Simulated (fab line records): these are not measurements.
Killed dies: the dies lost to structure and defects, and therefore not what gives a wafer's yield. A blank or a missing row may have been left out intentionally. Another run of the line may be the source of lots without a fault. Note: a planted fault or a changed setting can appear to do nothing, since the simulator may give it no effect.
Which tool is to blame? -- flow nand harc -- Sampling: 13 lots, 39 wafers, 4 of 1159 route steps

WHAT THE GAUGES READ, wafer by wafer
No reading from a measuring or inspecting step in the record can be judged against a usual standard deviation.

WHAT TOOL EACH LOT RAN ON (gives the tool, then ch and the chambers of the sampled wafers, and finally the start)
lot,NHARC_A_WL_FILL_STRIP_29,NHARC_A_CONTACT_DEP_24,NHARC_A_CONTACT_ETCH_115,NHARC_A_CONTACT_ETCH_118
L372,"rie diel-10 ch 0,1, day 15 13:38","pecvd-03 ch 1,2, day 16 03:05","har cap etch-03 ch 0,1, day 16 09:25","har cap etch-03 ch 0,1, day 16 09:41"
L373,"rie diel-09 ch 1,3, day 15 13:41","pecvd-03 ch 0,1,2, day 16 01:19","har cap etch-02 ch 0,1, day 16 08:40","har cap etch-02 ch 0,1, day 16 08:57"
L375,"rie diel-02 ch 0,1, day 16 04:53","pecvd-03 ch 0,2, day 16 16:24","har cap etch-03 ch 1, day 16 21:46","har cap etch-03 ch 1, day 16 22:03"
L376,"rie diel-09 ch 0,1,3, day 16 10:23","pecvd-03 ch 1,2, day 17 02:18","har cap etch-03 ch 0,1, day 17 07:53","har cap etch-03 ch 0,1, day 17 08:10"
L378,"rie diel-10 ch 1,2, day 16 19:05","pecvd-01 ch 0,1,2, day 17 07:34","har cap etch-03 ch 0,1, day 17 13:17","har cap etch-03 ch 0,1, day 17 13:34"
L379,"rie diel-09 ch 0,3, day 17 03:52","pecvd-01 ch 1,2, day 17 17:28","har cap etch-03 ch 0,1, day 18 00:22","har cap etch-03 ch 0,1, day 18 00:38"
L380,"rie diel-09 ch 1,2, day 17 19:35","pecvd-04 ch 0,1, day 18 07:34","har cap etch-03 ch 0,1, day 18 14:05","har cap etch-03 ch 0,1, day 18 14:22"
L382,"rie diel-02 ch 1,2,3, day 17 19:38","pecvd-04 ch 1,2, day 18 11:53","har cap etch-01 ch 0,1, day 18 17:25","har cap etch-01 ch 0,1, day 18 17:42"
L381,"rie diel-10 ch 0,3, day 17 19:39","pecvd-03 ch 0,2, day 18 12:36","har cap etch-03 ch 0,1, day 18 20:04","har cap etch-03 ch 0,1, day 18 20:20"
L389,"rie diel-09 ch 0,3, day 19 11:49","pecvd-04 ch 0,1,2, day 19 23:11","har cap etch-02 ch 0,1, day 20 04:46","har cap etch-02 ch 0,1, day 20 05:04"
L391,"rie diel-09 ch 0,1,3, day 20 01:52","pecvd-01 ch 0,1,2, day 20 13:02","har cap etch-01 ch 0,1, day 20 18:52","har cap etch-01 ch 0,1, day 20 19:09"
L390,"rie diel-02 ch 0,2,3, day 20 01:59","pecvd-04 ch 0,1,2, day 20 13:37","har cap etch-03 ch 0,1, day 20 19:54","har cap etch-03 ch 0,1, day 20 20:16"
L395,"rie diel-10 ch 1,2,3, day 21 05:13","pecvd-03 ch 0,1,2, day 21 18:34","har cap etch-03 ch 0,1, day 22 00:25","har cap etch-03 ch 0,1, day 22 00:42"
- NHARC_A_WL_FILL_STRIP_29: strips in O2, time 20 s.
- NHARC_A_CONTACT_DEP_24: deposits SiO2, target thk 500 nm.
- NHARC_A_CONTACT_ETCH_115: etches the open film in C4F8/O2/Ar, time 94 s, target depth 922 nm.
- NHARC_A_CONTACT_ETCH_118: etches the open film in C4F8/O2/Ar, time 94 s, target depth 922 nm.

WHAT THE TOOLS THEMSELVES READ (means of the sampled wafers that have a number; where no wafer has one, the mark that the record gives instead)
NHARC_A_WL_FILL_STRIP_29.
lot,tool,drypump motor current A (A),oes product au (a.u.),rf vpp V (V),showerhead plenum p Torr (Torr),throttle valve pct (%)
L372,rie diel-10,5.9,1.000,58.2,3.72,17.033
L373,rie diel-09,5.8,0.989,57.9,3.47,17.038
L375,rie diel-02,5.9,0.994,57.9,3.50,17.038
L376,rie diel-09,6.0,0.997,57.5,3.55,17.037
L378,rie diel-10,5.9,0.992,58.8,3.65,17.037
L379,rie diel-09,6.3,1.001,57.9,3.57,17.026
L380,rie diel-09,5.5,0.988,57.3,3.43,17.038
L382,rie diel-02,5.8,0.991,57.7,3.58,17.022
L381,rie diel-10,6.2,1.009,58.7,3.54,17.028
L389,rie diel-09,6.4,1.006,57.6,3.63,17.039
L391,rie diel-09,6.0,0.993,56.6,3.55,17.033
L390,rie diel-02,5.7,1.014,58.4,3.68,17.035
L395,rie diel-10,6.0,0.984,57.8,3.56,17.043

NHARC_A_CONTACT_DEP_24.
lot,tool,heater power w (W),rf fwd power W (W),showerhead vpp V (V),throttle valve pct (%)
L372,pecvd-03,551,898.1,1850,16.4
L373,pecvd-03,559,899.8,1855,16.1
L375,pecvd-03,581,897.0,1866,16.1
L376,pecvd-03,551,899.0,1851,16.3
L378,pecvd-01,643,900.5,1895,16.2
L379,pecvd-01,650,897.0,1862,16.4
L380,pecvd-04,530,899.6,1878,16.5
L382,pecvd-04,457,894.8,1927,16.0
L381,pecvd-03,506,896.2,1818,16.5
L389,pecvd-04,483,1019.3,2017,16.3
L391,pecvd-01,589,896.9,1877,15.9
L390,pecvd-04,476,1016.1,2034,16.5
L395,pecvd-03,597,900.5,1869,16.1

THE ANSWER, worked out from the rows above alone
Rule: what is usual is taken from the lots themselves. Put in order of their means at a reading, lots are off if they are a third of the lots or fewer, leave a main group of 4 or more, and stand apart from it by a gap of 3 or more times the standard deviation of the main group's means; of several such gaps the widest counts. If all means in a main group match to the digits the tables above print for the reading, that group is not used. A lot without any number at a reading at which 4 lots or more have one is off too. All remaining lots with rows at the step are treated as sound. First the gauges in route order, then the tools' own readings, where a lot's mean is used as printed above. The first step at which some lot is off is used, and at that step the reading that is off furthest; a lot without a number counts as furthest.
Off, at NHARC_A_CONTACT_DEP_24 on rf fwd power W: L389, L390. For the main group the mean is 898.1 W and the standard deviation 1.8.
A tool fits if, at that step or a process step before it, it ran every lot that is off, and no sound lot after the first of them. One candidate fits, namely pecvd-04 at NHARC_A_CONTACT_DEP_24. A fault onset in the window from L382 (day 18 11:53, its last sound lot) to L389 (day 19 23:11, its first lot off) fits.
The tool's own readings at NHARC_A_CONTACT_DEP_24 bear it out: on the lots that are off they differ by more than 5 times the standard deviation of the sound lots' means. rf fwd power W reads 1017.7 W there against 898.1 W on the sound lots; showerhead vpp V reads 2026 V there against 1868 V on the sound lots.

WHAT WAS PUT IN BY THE SIMULATOR
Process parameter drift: pecvd-04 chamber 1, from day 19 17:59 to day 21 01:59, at NHARC_A_CONTACT_DEP_24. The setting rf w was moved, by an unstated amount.
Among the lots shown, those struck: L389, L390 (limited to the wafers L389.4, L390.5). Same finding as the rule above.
